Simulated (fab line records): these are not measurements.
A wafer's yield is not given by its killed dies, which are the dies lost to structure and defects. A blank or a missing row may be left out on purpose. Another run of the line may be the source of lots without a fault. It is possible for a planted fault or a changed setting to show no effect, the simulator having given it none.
Matching of chambers	flow n5-finfet	4 sister chambers for N5_SDB_ALD_29 on ald-sin-04
The step deposits SiNx, target thk 30 nm, pulse time 1 s, ald cycles 600. 24 wafers are shown with their chamber, then 12 later ones without.

WAFERS WITH THEIR CHAMBER
wafer	chamber	heater-power-w (W)	precursor-pulse-height-rel
L081.1	2	807	0.989
L081.2	3	804	0.995
L081.5	2	829	0.982
L086.1	0	947	0.989
L086.3	3	804	0.988
L086.5	3	794	0.981
L087.2	2	821	0.999
L087.5	2	829	1.023
L087.6	3	795	1.028
L088.3	2	825	1.030
L088.5	2	817	1.013
L088.6	1	777	0.999
L090.1	0	928	1.024
L090.3	2	823	1.026
L090.5	1	783	1.008
L091.1	3	808	1.000
L091.4	1	785	0.967
L091.6	1	766	1.014
L092.2	2	816	1.019
L092.3	3	807	0.984
L092.6	0	937	1.004
L093.1	1	793	1.005
L093.2	0	916	1.005
L093.3	3	791	0.981

SIGNATURES (averages over the wafers above)
reading	chamber 0	chamber 1	chamber 2	chamber 3	scatter within a chamber
heater-power-w	932.00	780.80	820.88	800.43	8.94
precursor-pulse-height-rel	1.00550	0.99860	1.01012	0.99386	0.0172
Rule: a wafer's distance from a chamber is the root of the sum, over the readings, of the square of ((its reading less the chamber's mean) divided by the reading's scatter). If the next closest chamber is less than 2 further off than the closest, the wafer can't be placed; otherwise it belongs to the closest. The scatter: take each reading less its chamber's mean, square it, sum over the shown wafers, divide by the number of wafers less the number of chambers, and take the root.

WAFERS WITH NO CHAMBER GIVEN
wafer	heater-power-w (W)	precursor-pulse-height-rel
L093.4	839	1.031
L093.5	919	1.029
L093.6	775	1.015
L095.1	922	1.005
L095.4	822	1.011
L095.6	772	0.972
L096.1	765	0.966
L096.3	801	0.984
L096.4	803	1.012
L097.1	921	0.996
L097.3	776	1.007
L097.6	941	0.992

THE CHAMBER EACH PASSED THROUGH
wafer	from the rows above	in truth
L093.4	2	2
L093.5	0	0
L093.6	can't be placed: 1 or 3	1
L095.1	0	0
L095.4	2	2
L095.6	can't be placed: 1 or 3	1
L096.1	can't be placed: 1 or 3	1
L096.3	can't be placed: 3 or 1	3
L096.4	can't be placed: 3 or 2 or 1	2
L097.1	0	0
L097.3	1	1
L097.6	0	0
7 of 12 placed correctly. Unplaceable from these rows: 5, with the true chamber sitting among the candidates in 5. Wrongly placed: 0.
